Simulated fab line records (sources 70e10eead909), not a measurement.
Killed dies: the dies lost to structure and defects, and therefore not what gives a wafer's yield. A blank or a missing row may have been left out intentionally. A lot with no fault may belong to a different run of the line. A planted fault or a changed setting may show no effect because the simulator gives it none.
The same fault as seen by 3 desks + flow nand-harc + every desk sees just its own numbers, and what lay behind them comes last

== TOOL OWNER'S DESK, arfi-scanner-02 ==
The tool's own readings at NHARC_A_CHANNEL_HOLE_D2_EXPOSE_07 (exposes mask HOLE D2, target cd 100 nm): means of the sampled wafers that have a number, for each lot that ran on this tool. A lot is out of limits, marked OUT, if its mean lies more than 4 standard deviations from the usual mean; the brackets give that distance.
Columns: A = exposure-dose-mJ-cm2 at NHARC_A_CHANNEL_HOLE_D2_EXPOSE_07, usual 59.80; B = reticle-temp-C at NHARC_A_CHANNEL_HOLE_D2_EXPOSE_07, usual 23.01 C
| lot  | first seen here | A               | B     |
|------|-----------------|-----------------|-------|
| L553 | day 13 17:02    | 59.63           | 22.90 |
| L555 | day 13 22:15    | 59.73           | 22.94 |
| L566 | day 18 10:59    | 59.66           | 23.11 |
| L569 | day 19 18:12    | 40.19 (-73) OUT | 23.08 |
| L571 | day 21 01:16    | 44.09 (-58) OUT | 23.02 |
This desk's verdict: out of limits on L569, L571, starting with L569 at day 19 18:12 (exposure-dose-mJ-cm2 at NHARC_A_CHANNEL_HOLE_D2_EXPOSE_07). In limits: L553, L555, L566.

== THE METROLOGY DESK ==
What the gauges read, lot by lot, whatever tool the lot ran on: means of the sampled wafers that have a number. A lot is out of limits, marked OUT, if its mean lies more than 4 standard deviations from the usual mean; the brackets give that distance.
Columns: A = thk-nm at NHARC_A_ONON_D2_THK_MEAS_34, usual 200.6 nm; B = cd-nm at NHARC_A_CHANNEL_HOLE_D2_CD_MEAS_10, usual 100.0 nm; C = cd-nm at NHARC_A_CHANNEL_HOLE_D2_CD_MEAS_18, usual 98.8 nm; D = cd-nm at NHARC_A_CHANNEL_HOLE_D2_CD_MEAS_31, usual 89.9 nm
| lot  | first seen here | A     | B              | C               | D              |
|------|-----------------|-------|----------------|-----------------|----------------|
| L553 | day 13 09:49    | 199.0 | 100.5          | 97.6            | 91.2           |
| L555 | day 13 19:44    | 197.7 | 99.6           | 100.3           | 89.6           |
| L562 | day 16 11:56    | 201.6 | 100.5          | 98.5            | 89.6           |
| L566 | day 18 08:02    | 202.9 | 100.2          | 98.7            | 90.1           |
| L568 | day 19 04:11    | 200.9 | 99.6           | 99.3            | 89.7           |
| L569 | day 19 15:32    | 200.7 | 81.0 (-41) OUT | 78.4 (-13) OUT  | 71.0 (-17) OUT |
| L572 | day 20 22:14    | 202.9 | 100.0          | 99.6            | 89.2           |
| L571 | day 20 22:15    | 202.0 | 85.2 (-32) OUT | 83.7 (-9.5) OUT | 75.0 (-14) OUT |
| L573 | day 21 16:29    | 197.2 | 100.0          | 99.9            | 90.7           |
| L574 | day 22 02:32    | 200.6 | 100.4          | 101.3           | 91.5           |
This desk's verdict: out of limits on L569, L571, starting with L569 at day 19 18:20 (cd-nm at NHARC_A_CHANNEL_HOLE_D2_CD_MEAS_10). In limits: L553, L555, L562, L566, L568, L572, L573, L574.

== THE DEFECT DESK ==
What the inspections along the route counted, lot by lot: means of the sampled wafers that have a number. A lot is out of limits, marked OUT, if its mean lies more than 4 standard deviations from the usual mean; the brackets give that distance.
Columns: A = raw-defect-count at NHARC_A_CHANNEL_HOLE_D2_INSPECT_12, usual 36
| lot  | first seen here | A  |
|------|-----------------|----|
| L553 | day 13 17:18    | 48 |
| L555 | day 13 22:31    | 65 |
| L562 | day 16 16:53    | 57 |
| L566 | day 18 11:15    | 54 |
| L568 | day 19 08:43    | 62 |
| L569 | day 19 19:32    | 52 |
| L572 | day 21 01:07    | 54 |
| L571 | day 21 17:11    | 23 |
| L573 | day 21 19:23    | 22 |
| L574 | day 22 05:17    | 3  |
Finding of this desk: none of the 10 lots has anything out of limits.

== BROUGHT TOGETHER ==
An alarm could have come from the tool owner's desk at day 19 18:12, on L569, L571.
An alarm was possible from the metrology desk at day 19 18:20, on L569, L571.
Nothing out of limits was seen by the defect desk.
The defect desk has L569, L571 on record, within its limits.
Every lot named ran NHARC_A_CHANNEL_HOLE_D2_EXPOSE_07 on arfi-scanner-02.

== WHAT THE SIMULATOR HAD PUT IN ==
Drift in process parameters on arfi-scanner-02 at NHARC_A_CHANNEL_HOLE_D2_EXPOSE_07, starting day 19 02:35. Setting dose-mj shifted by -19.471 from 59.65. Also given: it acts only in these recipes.
Shown lots that were struck: L569, L571.
Time in hours from fault onset to the first out-of-limits reading at each desk: tool owner's desk 16, metrology desk 16.
